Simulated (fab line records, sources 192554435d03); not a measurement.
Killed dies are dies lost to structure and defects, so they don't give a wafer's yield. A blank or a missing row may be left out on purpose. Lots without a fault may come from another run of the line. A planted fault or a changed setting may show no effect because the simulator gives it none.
Chamber matching | flow n5_finfet | N5_GATE_CUT_ETCH_19 on rie_diel-02: 4 sister chambers
The step etches SiNx in CH3F/O2, target depth 53.7 nm, time 76.7 s. 16 wafers are shown with their chamber, then 8 later ones without.

WAFERS WITH THEIR CHAMBER
wafer  | chamber | showerhead_plenum_p_Torr (Torr) | throttle_valve_pct (%) | oes_ar_750_au (a.u.)
L075.1 | 0       | 2.06                            | 16.39                  | 0.73
L075.4 | 2       | 1.92                            | 16.40                  | 0.72
L075.6 | 1       | 2.04                            | 15.92                  | 0.84
L080.1 | 0       | 2.06                            | 16.39                  | 0.71
L080.4 | 3       | 2.06                            | 16.34                  | 0.70
L080.5 | 0       | 2.06                            | 16.40                  | 0.72
L081.1 | 2       | 1.92                            | 16.41                  | 0.71
L081.2 | 3       | 2.07                            | 16.34                  | 0.70
L081.6 | 3       | 2.06                            | 16.33                  | 0.70
L082.1 | 0       | 2.06                            | 16.38                  | 0.71
L082.3 | 1       | 2.03                            | 15.91                  | 0.84
L082.4 | 3       | 2.06                            | 16.34                  | 0.69
L084.1 | 1       | 2.03                            | 15.94                  | 0.83
L084.2 | 0       | 2.06                            | 16.42                  | 0.71
L084.5 | 2       | 1.92                            | 16.42                  | 0.71
L085.2 | 0       | 2.06                            | 16.42                  | 0.71

SIGNATURES (means of the wafers above)
reading                  | chamber 0 | chamber 1 | chamber 2 | chamber 3 | scatter within a chamber
showerhead_plenum_p_Torr | 2.0600    | 2.0333    | 1.9200    | 2.0625    | 0.00344
throttle_valve_pct       | 16.4000   | 15.9233   | 16.4100   | 16.3375   | 0.0134
oes_ar_750_au            | 0.7150    | 0.8367    | 0.7133    | 0.6975    | 0.00682
Rule: a wafer's distance from a chamber is the root of the sum, over the readings, of the square of ((its reading less the chamber's mean) divided by the reading's scatter). The wafer belongs to the nearest chamber; if the next one is less than 2 further off, it can't be placed. The scatter: the root of (the sum of the squares of (reading less its chamber's mean) over the shown wafers, divided by (wafers less chambers)).

WAFERS WITHOUT THEIR CHAMBER
wafer  | showerhead_plenum_p_Torr (Torr) | throttle_valve_pct (%) | oes_ar_750_au (a.u.)
L085.4 | 2.03                            | 15.93                  | 0.83
L085.6 | 2.03                            | 15.94                  | 0.82
L087.2 | 2.06                            | 16.36                  | 0.69
L087.4 | 2.06                            | 16.42                  | 0.71
L087.6 | 1.91                            | 16.41                  | 0.70
L093.2 | 2.05                            | 16.44                  | 0.70
L093.5 | 2.05                            | 16.43                  | 0.70
L093.6 | 2.06                            | 16.38                  | 0.68

WHICH CHAMBER EACH WENT THROUGH
wafer  | from the rows above     | in truth
L085.4 | 1                       | 1
L085.6 | 1                       | 1
L087.2 | 3                       | 3
L087.4 | 0                       | 0
L087.6 | 2                       | 2
L093.2 | 0                       | 0
L093.5 | 0                       | 0
L093.6 | can't be placed: 3 or 0 | 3
Placed correctly: 7 of 8. Can't be placed from these rows: 1 (the true chamber is among the candidates in 1). Placed wrongly: 0.
